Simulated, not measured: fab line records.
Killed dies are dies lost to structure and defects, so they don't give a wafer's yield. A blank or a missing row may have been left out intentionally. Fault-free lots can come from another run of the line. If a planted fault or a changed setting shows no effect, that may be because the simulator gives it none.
Check for tools in common + flow n5_finfet + 27 wafers sampled across 9 lots

## WHAT PROMPTED THE OPENING
On 2 of the 9 lots, a flag is raised at N5_FIN_CUT_CD_MEAS_08 on the reading cd_nm. Wafers without a fault read 29.11 nm, standard deviation 0.24.
Rule: a lot gets a flag if all its wafers with a number sit over 4 standard deviations from that mean, or if no wafer of it has a number. All remaining lots are regarded as sound.

| lot  | measured    | on        | cd_nm (nm), wafer by wafer | flag    |
|------|-------------|-----------|----------------------------|---------|
| L569 | day 2 03:15 | cd_sem-03 | 28.66 29.18 29.23          |         |
| L572 | day 2 20:36 | cd_sem-03 | 28.82 28.71 29.14          |         |
| L573 | day 3 03:13 | cd_sem-02 | 29.24 28.84 29.12          |         |
| L574 | day 3 09:17 | cd_sem-03 | 28.96 29.41 28.58          |         |
| L579 | day 4 17:41 | cd_sem-02 | 27.30 27.47 27.44          | FLAGGED |
| L581 | day 5 05:59 | cd_sem-01 | 27.72 27.57 27.89          | FLAGGED |
| L582 | day 5 13:24 | cd_sem-03 | 29.09 29.17 29.21          |         |
| L586 | day 6 10:36 | cd_sem-02 | 29.38 28.98 29.84          |         |
| L587 | day 6 16:38 | cd_sem-03 | 29.12 29.30 29.01          |         |
The mean of the flagged lots' numbers is 27.57 nm, -1.54 nm from the usual (-6 standard deviations).

## EACH LOT AND THE TOOL IT RAN ON
Before the reading, the record contains 2 process steps out of a 1938-step route. Cell contents, in order: the tool; ch with the chambers the sampled wafers went through; the start.
| lot  | flag    | N5_FIN_SAQP_ETCH_64             | N5_FIN_CUT_EXPOSE_05             |
|------|---------|---------------------------------|----------------------------------|
| L569 |         | rie_si-01 ch 0,1,3, day 2 02:38 | euv_scanner-02 ch 0, day 2 03:07 |
| L572 |         | rie_si-01 ch 1,2,3, day 2 20:02 | euv_scanner-01 ch 0, day 2 20:29 |
| L573 |         | rie_si-01 ch 0,3, day 3 02:31   | euv_scanner-02 ch 0, day 3 03:05 |
| L574 |         | rie_si-04 ch 0,3, day 3 08:42   | euv_scanner-02 ch 0, day 3 09:09 |
| L579 | FLAGGED | rie_si-01 ch 1,2,3, day 4 16:59 | euv_scanner-02 ch 0, day 4 17:33 |
| L581 | FLAGGED | rie_si-03 ch 0,2,3, day 5 05:17 | euv_scanner-02 ch 0, day 5 05:51 |
| L582 |         | rie_si-01 ch 0,1,2, day 5 12:43 | euv_scanner-01 ch 0, day 5 13:16 |
| L586 |         | rie_si-01 ch 1,2, day 6 09:54   | euv_scanner-01 ch 0, day 6 10:28 |
| L587 |         | rie_si-04 ch 0,1,2, day 6 16:04 | euv_scanner-01 ch 0, day 6 16:31 |
These steps, and what they do:
- N5_FIN_SAQP_ETCH_64: etches SiO2 in CF4, target depth 1.5 nm.
- N5_FIN_CUT_EXPOSE_05: exposes mask FIN CUT.
- N5_FIN_CUT_CD_MEAS_08: target cd 29.1 nm.

## FLAGGED OVER TOTAL, TOOL BY TOOL (the gauges that took the reading come last)
| step                  | tool           | lots run | flagged | share of the flagged lots | sound lots run after its first flagged lot |
|-----------------------|----------------|----------|---------|---------------------------|--------------------------------------------|
| N5_FIN_SAQP_ETCH_64   | rie_si-01      | 6        | 1       | some                      | 2 (L582,L586)                              |
| N5_FIN_SAQP_ETCH_64   | rie_si-03      | 1        | 1       | some                      | 0                                          |
| N5_FIN_SAQP_ETCH_64   | rie_si-04      | 2        | 0       | none                      | -                                          |
| N5_FIN_CUT_EXPOSE_05  | euv_scanner-01 | 4        | 0       | none                      | -                                          |
| N5_FIN_CUT_EXPOSE_05  | euv_scanner-02 | 5        | 2       | all                       | 0                                          |
| N5_FIN_CUT_CD_MEAS_08 | cd_sem-01      | 1        | 1       | some                      | 0                                          |
| N5_FIN_CUT_CD_MEAS_08 | cd_sem-02      | 3        | 1       | some                      | 1 (L586)                                   |
| N5_FIN_CUT_CD_MEAS_08 | cd_sem-03      | 5        | 0       | none                      | -                                          |

## WHAT THE TABLE ALLOWS
All flagged lots share 1 row of the table, namely euv_scanner-02 at N5_FIN_CUT_EXPOSE_05.
- euv_scanner-02 at N5_FIN_CUT_EXPOSE_05 ran 5 lots, 2 of them flagged. Last sound lot L574 at day 3 09:09, first flagged lot L579 at day 4 17:33; a fault beginning in between fits. Its own readings lie more than 4 standard deviations out on every wafer of the flagged lots: exposure_dose_mJ_cm2.
Just one tool remains: euv_scanner-02 at N5_FIN_CUT_EXPOSE_05.

## WHAT THE SIMULATOR HAD PUT IN
Process parameter drift: euv_scanner-02, from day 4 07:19 on, at N5_FIN_CUT_EXPOSE_05. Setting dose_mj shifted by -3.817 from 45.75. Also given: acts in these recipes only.
Shown lots that were struck: L579, L581. The rule given above showed the same thing.
